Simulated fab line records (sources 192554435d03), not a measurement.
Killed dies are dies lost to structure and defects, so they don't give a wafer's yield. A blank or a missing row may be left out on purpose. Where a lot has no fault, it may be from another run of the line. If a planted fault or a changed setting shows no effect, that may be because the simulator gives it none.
What tool caused it? + flow n5 finfet + 33 wafers from 11 lots sampled at 5 of the route's 1938 steps

== WHAT THE GAUGES READ, wafer by wafer ==
N5_BEOL_M11_THK_MEAS_53: measures by xrf.
| lot  | measured     | on            | M11_THK (nm) |
|------|--------------|---------------|--------------|
| L076 | day 12 03:57 | film metro-01 | 147 137 139  |
| L077 | day 12 08:31 | film metro-01 | 135 148 140  |
| L078 | day 12 12:48 | film metro-01 | 145 144 145  |
| L081 | day 12 21:39 | film metro-02 | 140 134 142  |
| L082 | day 13 20:41 | film metro-02 | 142 144 141  |
| L086 | day 14 09:01 | film metro-01 | 142 143 142  |
| L088 | day 15 00:44 | film metro-02 | 136 146 145  |
| L090 | day 15 14:35 | film metro-01 | 143 142 140  |
| L089 | day 16 02:40 | film metro-02 | 139 138 139  |
| L092 | day 16 18:10 | film metro-01 | 144 145 143  |
| L095 | day 16 20:55 | film metro-01 | 139 141 140  |

== WHICH TOOL RAN EACH LOT (tool, then ch and the chambers of the sampled wafers, then the start) ==
| lot  | N5_BEOL_M11_DESCUM_16              | N5_BEOL_M11_ETCH_62                | N5_BEOL_M11_VIA_ETCH_34            | N5_BEOL_M11_CURE_72           |
|------|------------------------------------|------------------------------------|------------------------------------|-------------------------------|
| L076 | rie diel-04 ch 0,3, day 11 19:51   | rie diel-04 ch 0,3, day 11 19:56   | rie diel-01 ch 0,1,2, day 12 00:43 | uv cure-01 ch 1, day 12 01:22 |
| L077 | rie diel-01 ch 0,2,3, day 12 02:56 | rie diel-01 ch 0,2,3, day 12 03:01 | rie diel-01 ch 1,2,3, day 12 05:42 | uv cure-03 ch 1, day 12 06:11 |
| L078 | rie diel-04 ch 0,1, day 12 07:10   | rie diel-04 ch 0,1, day 12 07:16   | rie diel-03 ch 0,3, day 12 08:43   | uv cure-01 ch 0, day 12 09:21 |
| L081 | rie diel-04 ch 1,3, day 12 14:36   | rie diel-04 ch 1,3, day 12 14:41   | rie diel-04 ch 2,3, day 12 18:05   | uv cure-03 ch 1, day 12 18:37 |
| L082 | rie diel-01 ch 0,1,3, day 13 14:44 | rie diel-01 ch 0,1,3, day 13 14:49 | rie diel-04 ch 0,3, day 13 17:20   | uv cure-03 ch 0, day 13 18:09 |
| L086 | rie diel-03 ch 0,1,2, day 14 03:04 | rie diel-03 ch 0,1,2, day 14 03:08 | rie diel-03 ch 1,2,3, day 14 05:28 | uv cure-01 ch 2, day 14 05:56 |
| L088 | rie diel-04 ch 0,1,3, day 14 18:26 | rie diel-04 ch 0,1,3, day 14 18:31 | rie diel-01 ch 0,1,3, day 14 21:03 | uv cure-01 ch 0, day 14 22:11 |
| L090 | rie diel-01 ch 0,2,3, day 15 08:43 | rie diel-01 ch 0,2,3, day 15 08:47 | rie diel-04 ch 0,2,3, day 15 11:05 | uv cure-01 ch 0, day 15 11:34 |
| L089 | rie diel-04 ch 1,2,3, day 15 19:32 | rie diel-04 ch 1,2,3, day 15 19:37 | rie diel-04 ch 0,1,2, day 15 22:40 | uv cure-03 ch 0, day 15 23:11 |
| L092 | rie diel-01 ch 2,3, day 16 11:26   | rie diel-01 ch 2,3, day 16 11:32   | rie diel-01 ch 0,3, day 16 15:02   | uv cure-01 ch 0, day 16 15:33 |
| L095 | rie diel-01 ch 1,2,3, day 16 16:15 | rie diel-01 ch 1,2,3, day 16 16:20 | rie diel-03 ch 1,2,3, day 16 17:37 | uv cure-03 ch 2, day 16 18:07 |
- N5_BEOL_M11_DESCUM_16: chemistry O2, time 7.9 s.
- N5_BEOL_M11_ETCH_62: etches SOC in N2/H2, target depth 110 nm, overetch 22 nm, time 165 s.
- N5_BEOL_M11_VIA_ETCH_34: etches SiCOH lowk in C4F6/O2, target depth 184.5 nm, time 69.2 s.
- N5_BEOL_M11_CURE_72: cures SiCOH lowk, time 120 s.

== THE ANSWER, worked out from the rows above alone ==
Rule: the usual values come from the lots themselves. The widest of any qualifying gaps counts: lots, ordered by their means at a reading, are off when they make up no more than a third of the lots, leave a main group of 4 or more, and stand apart from it by 3 or more times the standard deviation of that group's means. A main group is skipped when, at the precision printed for the reading in the tables above, its means are all equal. Also off: a lot with no number at a reading for which 4 or more lots have one. All remaining lots with rows at the step are treated as sound.
No lot is off on any of the readings shown, so nothing can be concluded from this.

== WHAT THE SIMULATOR HAD INSERTED ==
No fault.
